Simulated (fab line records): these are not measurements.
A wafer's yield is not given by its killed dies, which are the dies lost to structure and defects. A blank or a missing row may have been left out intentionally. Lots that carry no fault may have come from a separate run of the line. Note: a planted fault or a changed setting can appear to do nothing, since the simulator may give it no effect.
Comparing a struck lot with a sound one ; flow n5Finfet ; 21 out of 1938 route steps
Sound: the wafers L934.2, L934.3, L934.5. Struck: wafers L943.1, L943.3, L943.4. The cause is given at the end.
Each step with rows lists, per side, the tool, then ch with its chambers, then its first start. Under that, the readings that differ: sound wafers ; struck wafers ; difference of the means ; sigmas: that difference in standard deviations of wafers without a fault.
alike: a reading whose means differ by less than 2 such deviations, as well as words and numbers matching on both sides. not compared: withheld readings; readings where some wafer has no value; bounds like >300 that might hide an equal value; numbers whose values overlap and for which the record gives no deviation.
The two part at a step that has a row with sigmas, a row that says differs or no value, or rows on one side only. Non-overlapping numbers with no deviation appear without sigmas and do not part them. A reading that every wafer of one side lacks parts them only if that side has two wafers or more.

N5_BEOL_M3_ANNEAL_87: time 240 s.
  sound on pvdSputter-02 at day 7 23:56; struck on pvdSputter-01 at day 10 12:02
  alike: heaterPowerW
then, 7 steps without rows for these wafers: N5_BEOL_M3_SPUTTER_88 (material Cu, target thk 4.5 nm, time 8.29 s); N5_BEOL_M3_ANNEAL_89 (time 240 s); N5_BEOL_M3_SPUTTER_90 (material Cu, target thk 4.5 nm, time 8.29 s); N5_BEOL_M3_ANNEAL_91 (time 240 s); N5_BEOL_M3_SPUTTER_92 (material Cu, target thk 4.5 nm, time 8.29 s); N5_BEOL_M3_ANNEAL_93 (time 240 s); N5_BEOL_M3_SPUTTER_94 (material Cu, target thk 4.5 nm, time 8.29 s).
N5_BEOL_M3_ANNEAL_95: time 240 s.
  sound on pvdSputter-02 at day 8 00:49; struck on pvdSputter-01 at day 10 12:55
  alike: heaterPowerW
N5_BEOL_M3_SPUTTER_96: material Cu, target thk 4.5 nm, time 8.29 s.
  sound on pvdSputter-02 at day 8 00:58; struck on pvdSputter-01 at day 10 13:04
  alike: throttleValvePct
then, 1 step without rows for these wafers: N5_BEOL_M3_ECD_50 (material Cu, target thk 300 nm).
N5_BEOL_M3_ANNEAL_51: time 90 s.
  sound on rtpAnneal-01 ch 0, day 8 01:20; struck on rtpAnneal-02 ch 0, day 10 13:16
reading;sound;struck;difference;sigmas
wafer_temp_C_max;226.4 226.8 226.4;225.7 225.8 225.7;-0.8;-3
N5_BEOL_M3_CMP_52: polishes, stops on SiOC, t overpolish 6.8 s, target thk 40 nm.
  sound on cmp-04 ch 1,2,3, day 8 03:32; struck on cmp-01 ch 0,1,3, day 10 13:33
reading;sound;struck;difference;sigmas
barrierFieldEndpointS (s);25.3 25.5 24.9;41.2 41.2 41.2;+16.0;+28
overpolishRunS (s);6.779 6.809 6.801;0.038 0.038 0.041;-6.757;-99 or more
timeToEndpointS (s);65 65 66;81 82 80;+16;+4
  alike: headPressurePsi, motorCurrentA
  not compared: model.SiOC_of_BEOL_M3_ILD_DEP_00.thkNm
N5_BEOL_M3_THK_MEAS_53: measures by xrf.
  sound on filmMetro-01 at day 8 03:45; struck on filmMetro-01 at day 10 13:51
reading;sound;struck;difference;sigmas
M3_THK (nm);39.9 42.1 40.1;147.9 154.8 147.5;+109.4;+68
then, 1 step without rows for these wafers: N5_BEOL_M3_PRE_CLEAN_60 (time 15 s).
N5_BEOL_M3_CO_CAP_55: material Co, precursor CCTBA/H2, target thk 2 nm, time 102.1 s.
  sound on cvdCo-02 ch 0,1,2, day 8 04:04; struck on cvdCo-02 ch 0,1,2, day 10 14:00
  alike: heaterPowerW
then, 2 steps without rows for these wafers: N5_BEOL_M3_PRE_CLEAN_56 (time 15 s); N5_BEOL_M3_DEP_57 (deposits SiCN from 3MS/NH3, target thk 8 nm, time 14 s).
N5_BEOL_M3_INSPECT_59: inspects for defects (darkfield).
  sound on defectInspect-01 at day 8 04:16; struck on defectInspect-01 at day 10 14:14
reading;sound;struck;difference;sigmas
rawDefectCount;69 99 57;5106 5074 4855;+4937;+99 or more
N5_BEOL_M4_RC_MEAS_101:
  the record has rows for the sound wafers here (prober-01 ch 0, day 8 13:10) and none for the struck ones
-- here the record skips 6 days between the struck wafers' starts before and after, leaving off in module BEOL_M4 and picking up in module PASSIVATION (first step shown: number 1936 of the route) --
N5_PASSIVATION_PROBE_49:
  sound on prober-01 at day 13 02:47; struck on prober-02 at day 16 05:01
reading;sound;struck;difference;sigmas
defectLimitedYield (%);91.8 90.8 92.1;0 0 0;-92;-61
killed_at_M0_to_M3;13 35 24;1114 1110 1103;+1085;+90
killedDies;97 108 93;1180 1180 1180;+1081;+60
killedOnRim;10 20 10;152 152 152;+139;+34
sortNPass;1083 1072 1087;0 0 0;-1081;-60
sortYieldPct (%);91.8 90.8 92.1;0 0 0;-92;-61
  alike: killed_at_M4_up, killedAtContacts, killedAtFrontEnd, killedAtOther, killedOpen, killedShort, sort_bin_4_leakage, sort_bin_5_function, sort_bin_6_memory

WHERE THEY PART
First at N5_BEOL_M3_ANNEAL_51; last, within this record, at N5_PASSIVATION_PROBE_49.

WHY: what had been put in by the simulator
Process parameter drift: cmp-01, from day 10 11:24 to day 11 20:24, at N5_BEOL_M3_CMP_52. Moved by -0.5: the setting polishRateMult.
